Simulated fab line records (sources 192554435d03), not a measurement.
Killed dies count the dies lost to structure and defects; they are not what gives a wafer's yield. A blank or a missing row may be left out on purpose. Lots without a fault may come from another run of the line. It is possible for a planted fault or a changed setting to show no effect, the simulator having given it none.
A struck lot beside a sound one | flow n5_finfet | 35 steps out of a route of 1938
Sound: these wafers, L479.4, L479.5, L479.6. Struck: wafer L483.2 (left out: L483.5, L483.6 of the same lot, which were not struck); the cause appears at the end.
At each step with rows: each side's tool, then ch and its chambers, then its first start. Under that, the readings that differ: sound wafers | struck wafers | difference of the means | sigmas: that difference in standard deviations of wafers without a fault.
alike: same words and numbers on both sides, and readings whose means sit less than 2 such deviations apart. not compared: any withheld reading, any reading some wafer has no value for, any bound like >300 that may hide the same value, and any number with overlapping values for which the record gives no deviation.
A row with sigmas, a row that says differs or no value, or rows on one side alone: a step with any of these is where the two part. When numbers do not overlap yet have no deviation, they are printed without sigmas and do not part them. A reading that every wafer of one side lacks parts them only if that side has two wafers or more.

N5_START_INSPECT_01: inspects for defects (unpatterned scan).
  struck on defect_inspect-01, day 3 12:02; sound on defect_inspect-02, day 2 12:02
  alike: raw_defect_count
then, 2 steps without rows for these wafers: N5_ZERO_LAYER_PRECLEAN_00 (cleans in SPM, time 600 s); N5_ZERO_LAYER_SRD_01 (time 30 s, dry time 30 s).
N5_ZERO_LAYER_PECVD_02: deposits SiO2 from SiH4/N2O, target thk 10 nm, time 6 s.
  sound on pecvd-01 ch 0,1,2, day 2 12:19; struck on pecvd-01 ch 1, day 3 12:17
  reading                                       | sound             | struck | difference | sigmas
  model.SiO2_of_ZERO_LAYER_PECVD_02.thk_nm (nm) | 10.12 9.984 10.27 | 14.15  | +4.03      |
  alike: heater_power_outer_w, heater_power_w, rf_fwd_power_W, showerhead_plenum_p_Torr, showerhead_vpp_V
then, 8 steps without rows for these wafers: N5_ZERO_LAYER_HMDS_04 (time 60 s); N5_ZERO_LAYER_COAT_05 (resist thk 1000 nm); N5_ZERO_LAYER_EBR_07; N5_ZERO_LAYER_SOFTBAKE_06 (time 90 s); N5_ZERO_LAYER_EXPOSE_08 (exposes mask ZERO, defocus 0 nm, target cd 2000 nm); N5_ZERO_LAYER_PEB_09; N5_ZERO_LAYER_DEVELOP_10 (develop time 60 s); N5_ZERO_LAYER_HARDBAKE_23 (time 120 s).
N5_ZERO_LAYER_CD_MEAS_11: the cd target is 2000 nm.
  sound on cd_sem-02 ch 0, day 2 12:39; struck on cd_sem-02 ch 0, day 3 12:38
  alike: cd_nm
N5_ZERO_LAYER_DESCUM_16: chemistry O2, time 7.9 s.
  sound on rie_diel-03 ch 0,2,3, day 2 12:53; struck on rie_diel-02 ch 2, day 3 12:41
  reading                         | sound          | struck | difference | sigmas
  showerhead_plenum_p_Torr (Torr) | 2.14 2.20 2.04 | 1.99   | -0.14      | -2
  alike: chamber_pressure_mTorr, drypump_motor_current_A, oes_product_au, rf_fwd_power_W, rf_vpp_V, temp_c, throttle_valve_pct
  not compared: rf_hours_counter_h
N5_ZERO_LAYER_ETCH_17: etches SiO2 in CF4, target depth 12 nm, time 13.3 s.
  sound on rie_diel-03 ch 0,2,3, day 2 12:55; struck on rie_diel-02 ch 2, day 3 12:43
  reading                         | sound          | struck | difference | sigmas
  rf_vpp_V (V)                    | 952 954 946    | 941    | -10        | -3
  showerhead_plenum_p_Torr (Torr) | 2.22 2.24 2.11 | 2.05   | -0.14      | -2
  alike: chamber_pressure_mTorr, drypump_motor_current_A, oes_product_au, rf_fwd_power_W, throttle_valve_pct
  not compared: rf_hours_counter_h
N5_ZERO_LAYER_ETCH_18: etches Si in HBr/Cl2, target depth 120 nm, time 40 s.
  sound on rie_si-01 ch 0,2,3, day 2 12:59; struck on rie_si-03 ch 1, day 3 12:47
  alike: chamber_pressure_mTorr, drypump_motor_current_A, oes_product_au, rf_fwd_power_W, throttle_valve_pct
  not compared: rf_hours_counter_h
N5_ZERO_LAYER_STRIP_24: strips in O2.
  sound on plasma_asher-01 ch 0,1, day 2 13:07; struck on plasma_asher-02 ch 1, day 3 12:53
  reading                | sound | struck | difference                   | sigmas
  rf_hours_counter_h (h) | - - - | 85     | no value on the sound wafers |
  alike: chamber_pressure_mTorr, drypump_motor_current_A, heater_power_w, oes_product_au, strip_time_to_endpoint_s, temp_c
then, 1 step without rows for these wafers: N5_ZERO_LAYER_STRIP_19 (strips in SPM, time 900 s).
N5_ZERO_LAYER_INSPECT_20: inspects for defects (darkfield).
  struck on defect_inspect-02, day 3 13:15; sound on defect_inspect-02, day 2 13:27
  alike: raw_defect_count
then, 8 steps without rows for these wafers: N5_WELL_APT_HMDS_01 (time 60 s); N5_WELL_APT_COAT_02 (resist thk 950 nm); N5_WELL_APT_EBR_04; N5_WELL_APT_SOFTBAKE_03 (time 60 s); N5_WELL_APT_EXPOSE_05 (exposes mask NWELL, defocus 0 nm, target cd 200 nm); N5_WELL_APT_PEB_06 (peb time 90 s); N5_WELL_APT_DEVELOP_07 (develop time 45 s); N5_WELL_APT_HARDBAKE_12 (time 120 s).
N5_WELL_APT_CD_MEAS_08: the cd target is 200 nm.
  sound on cd_sem-02 ch 0, day 2 13:53; struck on cd_sem-02 ch 0, day 3 13:41
  alike: cd_nm
N5_WELL_APT_OVL_MEAS_09:
  sound on overlay-01 ch 0, day 2 13:55; struck on overlay-01 ch 0, day 3 13:43
  alike: NWELL_OVL
N5_WELL_APT_INSPECT_10: inspects for defects (macro).
  struck on defect_inspect-02, day 3 13:45; sound on defect_inspect-02, day 2 13:56
  alike: raw_defect_count
N5_WELL_APT_DESCUM_13: chemistry O2, time 7.9 s.
  sound on rie_diel-06 ch 0,2,3, day 2 14:02; struck on rie_diel-01 ch 2, day 3 14:01
  alike: chamber_pressure_mTorr, drypump_motor_current_A, oes_product_au, rf_fwd_power_W, rf_vpp_V, showerhead_plenum_p_Torr, temp_c, throttle_valve_pct
  not compared: rf_hours_counter_h
then, 2 steps without rows for these wafers: N5_WELL_APT_IMPLANT_14; N5_WELL_APT_IMPLANT_15.
-- the record jumps here: 7 days lie between the struck wafers' starts before and after (it left off in module WELL_APT and takes up again in module BEOL_M4, whose first step shown is number 1111 of the route) --
N5_BEOL_M4_RC_MEAS_101:
  sound on prober-02 ch 0, day 9 15:13; struck on prober-02 ch 0, day 10 14:57
  reading           | sound          | struck | difference | sigmas
  DIBL_P (mV/V)     | 36 33 36       | 42     | +7         | +2
  IOFF_P (nA/um)    | 0.21 0.17 0.22 | 0.33   | +0.13      | +2
  RS_PWELL (ohm/sq) | 2992 3008 3019 | 3108   | +102       | +4
  SS_P (mV/dec)     | 73.0 71.8 73.2 | 74.9   | +2.2       | +2
  alike: DIBL_N, IOFF_N, ION_N, ION_P, SS_N, VT_N, VT_P
-- the record jumps here: 5 days lie between the struck wafers' starts before and after (it left off in module BEOL_M4 and takes up again in module PASSIVATION, whose first step shown is number 1936 of the route) --
N5_PASSIVATION_PROBE_49:
  struck on prober-02, day 15 03:05; sound on prober-01, day 13 19:48
  alike: defect_limited_yield, killed_at_M0_to_M3, killed_at_M4_up, killed_at_contacts, killed_at_front_end, killed_at_other, killed_dies, killed_open, killed_short, sort_bin_4_leakage, sort_bin_5_function, sort_bin_6_memory, sort_n_pass, sort_yield_pct

== WHERE THEY PART ==
At N5_ZERO_LAYER_DESCUM_16 first; at N5_BEOL_M4_RC_MEAS_101 last (within this record only). Later steps at which nothing parts them and some readings are alike: N5_PASSIVATION_PROBE_49.

WHY: whatever the simulator had introduced
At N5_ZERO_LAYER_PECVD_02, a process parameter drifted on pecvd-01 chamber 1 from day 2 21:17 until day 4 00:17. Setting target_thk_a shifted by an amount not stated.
